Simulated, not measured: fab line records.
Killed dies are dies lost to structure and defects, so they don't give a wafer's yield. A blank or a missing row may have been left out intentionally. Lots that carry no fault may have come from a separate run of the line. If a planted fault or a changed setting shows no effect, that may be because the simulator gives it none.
Matching of chambers || flow nandHarc || NHARC_A_STAIRCASE_ETCH_253 on rieDiel-03 has 4 sister chambers
The step etches the open film in C4F8/O2, target depth 50 nm, time 20.2 s. 16 wafers are shown with their chamber, then 8 later ones without.

== WAFERS, EACH WITH ITS CHAMBER ==
{"wafer": "L076.1", "chamber": 2, "rfVppV (V)": 897, "oesProductAu (a.u.)": 0.919}
{"wafer": "L076.2", "chamber": 1, "rfVppV (V)": 886, "oesProductAu (a.u.)": 0.954}
{"wafer": "L076.5", "chamber": 2, "rfVppV (V)": 898, "oesProductAu (a.u.)": 0.926}
{"wafer": "L079.1", "chamber": 3, "rfVppV (V)": 898, "oesProductAu (a.u.)": 0.973}
{"wafer": "L079.2", "chamber": 0, "rfVppV (V)": 891, "oesProductAu (a.u.)": 0.974}
{"wafer": "L079.5", "chamber": 0, "rfVppV (V)": 891, "oesProductAu (a.u.)": 0.967}
{"wafer": "L083.1", "chamber": 0, "rfVppV (V)": 891, "oesProductAu (a.u.)": 0.984}
{"wafer": "L083.2", "chamber": 1, "rfVppV (V)": 887, "oesProductAu (a.u.)": 0.967}
{"wafer": "L083.5", "chamber": 3, "rfVppV (V)": 898, "oesProductAu (a.u.)": 0.985}
{"wafer": "L089.1", "chamber": 2, "rfVppV (V)": 898, "oesProductAu (a.u.)": 0.965}
{"wafer": "L089.3", "chamber": 3, "rfVppV (V)": 899, "oesProductAu (a.u.)": 0.984}
{"wafer": "L089.4", "chamber": 0, "rfVppV (V)": 890, "oesProductAu (a.u.)": 0.956}
{"wafer": "L092.1", "chamber": 1, "rfVppV (V)": 886, "oesProductAu (a.u.)": 0.927}
{"wafer": "L092.5", "chamber": 2, "rfVppV (V)": 897, "oesProductAu (a.u.)": 0.921}
{"wafer": "L092.6", "chamber": 1, "rfVppV (V)": 887, "oesProductAu (a.u.)": 0.931}
{"wafer": "L093.2", "chamber": 2, "rfVppV (V)": 896, "oesProductAu (a.u.)": 0.963}

SIGNATURES, as means of the wafers listed above
{"reading": "rfVppV", "chamber 0": 890.75, "chamber 1": 886.50, "chamber 2": 897.20, "chamber 3": 898.33, "scatter within a chamber": 0.659}
{"reading": "oesProductAu", "chamber 0": 0.97025, "chamber 1": 0.94475, "chamber 2": 0.93880, "chamber 3": 0.98067, "scatter within a chamber": 0.0176}
Rule: a wafer's distance from a chamber is the root of the sum, over the readings, of the square of ((its reading less the chamber's mean) divided by the reading's scatter). If the next closest chamber is less than 2 further off than the closest, the wafer can't be placed; otherwise it belongs to the closest. The scatter: the root of (the sum of the squares of (reading less its chamber's mean) over the shown wafers, divided by (wafers less chambers)).

== WAFERS MISSING THEIR CHAMBER ==
{"wafer": "L093.3", "rfVppV (V)": 889, "oesProductAu (a.u.)": 0.959}
{"wafer": "L093.5", "rfVppV (V)": 896, "oesProductAu (a.u.)": 0.965}
{"wafer": "L094.1", "rfVppV (V)": 896, "oesProductAu (a.u.)": 0.927}
{"wafer": "L094.3", "rfVppV (V)": 887, "oesProductAu (a.u.)": 0.928}
{"wafer": "L094.6", "rfVppV (V)": 899, "oesProductAu (a.u.)": 0.938}
{"wafer": "L097.2", "rfVppV (V)": 890, "oesProductAu (a.u.)": 0.968}
{"wafer": "L097.4", "rfVppV (V)": 896, "oesProductAu (a.u.)": 0.938}
{"wafer": "L097.5", "rfVppV (V)": 896, "oesProductAu (a.u.)": 0.940}

== CHAMBER TAKEN BY EACH ==
{"wafer": "L093.3", "from the rows above": "can't be placed: 0 or 1", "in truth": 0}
{"wafer": "L093.5", "from the rows above": "can't be placed: 2 or 3", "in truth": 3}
{"wafer": "L094.1", "from the rows above": 2, "in truth": 2}
{"wafer": "L094.3", "from the rows above": 1, "in truth": 1}
{"wafer": "L094.6", "from the rows above": "can't be placed: 3 or 2", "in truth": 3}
{"wafer": "L097.2", "from the rows above": 0, "in truth": 0}
{"wafer": "L097.4", "from the rows above": 2, "in truth": 2}
{"wafer": "L097.5", "from the rows above": 2, "in truth": 2}
5 of 8 placed correctly. Cannot be placed on the basis of these rows: 3; the candidates contain the true chamber in 3. 0 placed wrongly.
